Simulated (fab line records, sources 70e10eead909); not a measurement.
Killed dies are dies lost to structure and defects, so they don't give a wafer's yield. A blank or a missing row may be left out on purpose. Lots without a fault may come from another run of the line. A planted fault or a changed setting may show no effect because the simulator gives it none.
Chamber matching | flow nand_harc | NHARC_A_M1_DEP_33 on pecvd-01: 3 sister chambers
The step deposits SiCN, target thk 30 nm. 14 wafers are shown with their chamber, then 7 later ones without.

WAFERS WITH THEIR CHAMBER
wafer  | chamber | heater_power_w (W)
L130.1 | 2       | 604
L130.2 | 1       | 596
L130.5 | 2       | 598
L132.3 | 0       | 454
L132.4 | 2       | 537
L132.5 | 1       | 605
L136.1 | 1       | 665
L136.3 | 2       | 549
L136.4 | 0       | 533
L137.1 | 0       | 467
L137.3 | 1       | 680
L137.6 | 2       | 591
L141.1 | 1       | 563
L141.4 | 2       | 560

SIGNATURES (means of the wafers above)
reading        | chamber 0 | chamber 1 | chamber 2 | scatter within a chamber
heater_power_w | 484.67    | 621.80    | 573.17    | 39.5
Rule: a wafer's distance from a chamber is the root of the sum, over the readings, of the square of ((its reading less the chamber's mean) divided by the reading's scatter). The wafer belongs to the nearest chamber; if the next one is less than 2 further off, it can't be placed. The scatter: the root of (the sum of the squares of (reading less its chamber's mean) over the shown wafers, divided by (wafers less chambers)).

WAFERS WITHOUT THEIR CHAMBER
wafer  | heater_power_w (W)
L141.5 | 527
L145.1 | 622
L145.2 | 499
L145.6 | 560
L149.2 | 627
L149.3 | 504
L149.6 | 665

WHICH CHAMBER EACH WENT THROUGH
wafer  | from the rows above          | in truth
L141.5 | can't be placed: 0 or 2 or 1 | 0
L145.1 | can't be placed: 1 or 2      | 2
L145.2 | can't be placed: 0 or 2      | 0
L145.6 | can't be placed: 2 or 1 or 0 | 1
L149.2 | can't be placed: 1 or 2      | 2
L149.3 | can't be placed: 0 or 2      | 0
L149.6 | can't be placed: 1 or 2      | 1
Placed correctly: 0 of 7. Can't be placed from these rows: 7 (the true chamber is among the candidates in 7). Placed wrongly: 0.
